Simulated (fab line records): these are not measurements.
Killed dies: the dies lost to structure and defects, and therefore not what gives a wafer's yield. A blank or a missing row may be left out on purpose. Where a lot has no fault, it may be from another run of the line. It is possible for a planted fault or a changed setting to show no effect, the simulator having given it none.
Struck lot and sound lot, side by side	flow n5_finfet	37 out of 1938 route steps
Sound: the wafers L923.2, L923.4, L923.6. Wafers struck: L917.1, L917.4, L917.6. Last of all comes the cause.
For every step that has rows: the tool of each side, followed by ch and its chambers, followed by its first start. Under that, the readings that differ: sound wafers	struck wafers	difference of the means	sigmas: that difference in standard deviations of wafers without a fault.
alike: a reading whose means differ by less than 2 such deviations, as well as words and numbers matching on both sides. not compared: withheld readings; readings where some wafer has no value; bounds like >300 that might hide an equal value; numbers whose values overlap and for which the record gives no deviation.
Wherever a step has rows on one side only, a row that says differs or no value, or a row with sigmas, the two part there. When numbers do not overlap yet have no deviation, they are printed without sigmas and do not part them. A reading missing from all wafers of one side parts the sides only when that side holds two or more wafers.

first, 9 steps without rows for these wafers: N5_WELL_APT_HMDS_18 (time 60 s); N5_WELL_APT_COAT_19 (resist thk 950 nm); N5_WELL_APT_EBR_21; N5_WELL_APT_SOFTBAKE_20 (time 60 s); N5_WELL_APT_EXPOSE_22 (exposes mask PWELL, defocus 0 nm, target cd 200 nm); N5_WELL_APT_PEB_23 (peb time 90 s); N5_WELL_APT_DEVELOP_24 (develop time 45 s); N5_WELL_APT_HARDBAKE_29 (time 120 s); N5_WELL_APT_DESCUM_30 (chemistry O2, time 7.9 s).
N5_WELL_APT_IMPLANT_31:
  struck on implanter-01, day 4 21:59; sound on implanter-01 ch 0, day 6 08:55
  no value came back on the struck wafers for beam_energy_keV, beam_on_s (s); on the sound wafers beam_energy_keV reads 59.996 60.000 59.993
then, 25 steps without rows for these wafers: N5_WELL_APT_IMPLANT_32; N5_WELL_APT_STRIP_33 (strips in SPM, time 900 s); N5_WELL_APT_RTA_34 (time 10 s); N5_WELL_APT_OXIDE_STRIP_42 (strips SiO2 in dHF, time 45 s, target depth 12 nm); N5_WELL_APT_PRECLEAN_36 (cleans in O3/DIW, time 45 s); N5_WELL_APT_PRECLEAN_39 (cleans in dHF, time 60 s); N5_WELL_APT_SRD_37 (time 30 s); N5_WELL_APT_EPI_41 (deposits Si from SiH4/H2, target thk 50 nm, time 297.7 s); N5_PMOS_HMC_CHANNEL_EPI_HM_DEP_34 (deposits SiO2 from TEOS/O2, target thk 36 nm, time 6.9 s); N5_PMOS_HMC_CHANNEL_EPI_COAT_31 (time 60 s, resist thk 66 nm); N5_PMOS_HMC_CHANNEL_EPI_COAT_03 (resist thk 205 nm); N5_PMOS_HMC_CHANNEL_EPI_EBR_05; N5_PMOS_HMC_CHANNEL_EPI_SOFTBAKE_04 (time 60 s); N5_PMOS_HMC_CHANNEL_EPI_EXPOSE_06 (exposes mask PMOS HMC BLK, target cd 240 nm); N5_PMOS_HMC_CHANNEL_EPI_PEB_07 (peb time 60 s); N5_PMOS_HMC_CHANNEL_EPI_DEVELOP_08 (develop time 30 s); N5_PMOS_HMC_CHANNEL_EPI_DESCUM_14 (chemistry O2, time 7.9 s); N5_PMOS_HMC_CHANNEL_EPI_ETCH_32 (etches BARC in N2/H2, stops on SiO2, target depth 85.8 nm, time 50.3 s); N5_PMOS_HMC_CHANNEL_EPI_HM_OPEN_15 (chemistry CHF3/O2, target SiO2, target depth 40.6 nm, time 20.3 s); N5_PMOS_HMC_CHANNEL_EPI_STRIP_33 (strips in N2/H2); N5_PMOS_HMC_CHANNEL_EPI_STRIP_17 (strips in SPM, time 750 s); N5_PMOS_HMC_CHANNEL_EPI_ETCH_38 (etches SiO2 in CF4, target depth 1.5 nm); N5_PMOS_HMC_CHANNEL_EPI_FIN_RECESS_16 (chemistry HBr/Cl2, target Si, target depth 54 nm, time 18 s); N5_PMOS_HMC_CHANNEL_EPI_PRECLEAN_36 (cleans in O3/DIW, time 45 s); N5_PMOS_HMC_CHANNEL_EPI_PRECLEAN_18 (cleans in DHF, time 30 s).
-- a jump in the record: the struck wafers' starts before and after are 7 days apart (it breaks off in module PMOS_HMC_CHANNEL_EPI and resumes in module BEOL_M4, where the first step shown is number 1111 of the route) --
N5_BEOL_M4_RC_MEAS_101:
  sound on prober-01 ch 0, day 13 08:54; struck on prober-02 ch 0, day 11 12:01
reading	sound	struck	difference	sigmas
RS_PWELL (ohm/sq)	3002 3024 3003	22330 22255 22385	+19314	+99 or more
  alike: DIBL_N, DIBL_P, IOFF_N, IOFF_P, ION_N, ION_P, SS_N, SS_P, VT_N, VT_P
-- a jump in the record: the struck wafers' starts before and after are 5 days apart (it breaks off in module BEOL_M4 and resumes in module PASSIVATION, where the first step shown is number 1936 of the route) --
N5_PASSIVATION_PROBE_49:
  sound: prober-02 at day 17 20:22; struck: prober-01 at day 16 07:57
reading	sound	struck	difference	sigmas
killed_at_front_end	19 28 27	56 55 51	+29	+3
  alike: defect_limited_yield, killed_at_M0_to_M3, killed_at_M4_up, killed_at_contacts, killed_at_other, killed_dies, killed_open, killed_short, sort_bin_5_function, sort_bin_6_memory, sort_n_pass, sort_yield_pct

## WHERE THEY PART
Last at N5_PASSIVATION_PROBE_49 as far as this record goes, first at N5_WELL_APT_IMPLANT_31.

WHY: what had been put in by the simulator
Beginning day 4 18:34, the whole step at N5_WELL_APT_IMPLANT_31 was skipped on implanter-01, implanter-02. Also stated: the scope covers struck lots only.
